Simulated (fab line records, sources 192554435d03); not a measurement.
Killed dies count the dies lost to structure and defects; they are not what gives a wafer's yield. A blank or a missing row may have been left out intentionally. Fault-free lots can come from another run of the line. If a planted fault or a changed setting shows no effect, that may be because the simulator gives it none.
A lot that was struck, set against a sound lot :: flow n5-finfet :: 15 out of 1938 route steps
Sound: wafers L887.1, L887.4, L887.6. Struck: wafers L882.1, L882.3, L882.6. The cause is named last.
Each step with rows lists, per side, the tool, then ch with its chambers, then its first start. Under that, the readings that differ: sound wafers :: struck wafers :: difference of the means :: sigmas: that difference in standard deviations of wafers without a fault.
alike: readings whose means differ by less than 2 such deviations, and words and numbers that are the same on both sides. not compared: withheld readings, readings that some wafer has no value for, bounds like >300 that may hide the same value, and numbers for which the record gives no deviation and whose values overlap.
The two part at a step that has a row with sigmas, a row that says differs or no value, or rows on one side only. Numbers that have no deviation but don't overlap get no sigmas and don't part them. Lack of a reading on every wafer of one side parts them only where that side has two or more wafers.

first, 9 steps without rows for these wafers: N5_BEOL_M3_COAT_76 (time 60 s, resist thk 5 nm); N5_BEOL_M3_COAT_22 (resist thk 30 nm); N5_BEOL_M3_EBR_24; N5_BEOL_M3_SOFTBAKE_23 (time 60 s); N5_BEOL_M3_EXPOSE_25 (exposes mask V2, defocus 5 nm); N5_BEOL_M3_PEB_26 (peb time 60 s); N5_BEOL_M3_DEVELOP_27 (develop time 30 s); N5_BEOL_M3_DESCUM_33 (chemistry O2, time 7 s); N5_BEOL_M3_ETCH_77 (etches underlayer in N2/H2, target depth 6.5 nm, time 5.2 s).
N5_BEOL_M3_ETCH_69: etches SiARC in CF4, target depth 15.6 nm, time 26 s.
  sound on rie-diel-02 ch 0,1,2, day 10 17:13; struck on rie-diel-05 ch 1,2,3, day 9 04:55
  no value came back on the struck wafers for any of 8 readings (bias-w (W), cf4-flow-sccm (sccm) and others); on the sound wafers bias-w (W) reads 35.85 36.08 36.05
  not compared: rf-hours-counter-h
then, 1 step without rows for these wafers: N5_BEOL_M3_ALD_98 (deposits SiO2, target thk 2.5 nm, pulse time 1 s, co reactant pulse time 1 s).
N5_BEOL_M3_ETCHBACK_99: etches SiO2 in CHF3, target depth 5 nm, time 10.4 s.
  sound on rie-diel-05 ch 0,2,3, day 10 21:04; struck on rie-diel-05 ch 0,3, day 9 05:35
reading: oes-product-au (a.u.)
sound: 0.69 0.80 0.86
struck: 0.27 0.33 0.27
difference: -0.49
sigmas: -6
  alike: drypump-motor-current-A, rf-vpp-V, showerhead-plenum-p-Torr, throttle-valve-pct
  not compared: rf-hours-counter-h
N5_BEOL_M3_ETCH_70: etches SOC in N2/H2, target depth 80 nm, overetch 16 nm, time 120 s.
  sound on rie-diel-05 ch 0,2,3, day 10 21:06; struck on rie-diel-05 ch 0,3, day 9 05:37
reading: oes-product-au (a.u.)
sound: 0.53 0.61 0.66
struck: 0.26 0.32 0.27
difference: -0.32
sigmas: -5
  alike: bias-w, chamber-pressure-mTorr, drypump-motor-current-A, rf-vpp-V, showerhead-plenum-p-Torr, throttle-valve-pct
  not compared: rf-hours-counter-h
N5_BEOL_M4_RC_MEAS_101:
  the record has rows for the sound wafers here (prober-01 ch 0, day 11 15:11) and none for the struck ones
-- a jump in the record: the struck wafers' starts before and after are 5 days apart (it breaks off in module BEOL_M4 and resumes in module PASSIVATION, where the first step shown is number 1936 of the route) --
N5_PASSIVATION_PROBE_49:
  the record has rows for the struck wafers here (prober-02, day 13 23:13) and none for the sound ones

## WHERE THEY PART
First at N5_BEOL_M3_ETCH_69; last, within this record, at N5_PASSIVATION_PROBE_49.

WHY: what had been put in by the simulator
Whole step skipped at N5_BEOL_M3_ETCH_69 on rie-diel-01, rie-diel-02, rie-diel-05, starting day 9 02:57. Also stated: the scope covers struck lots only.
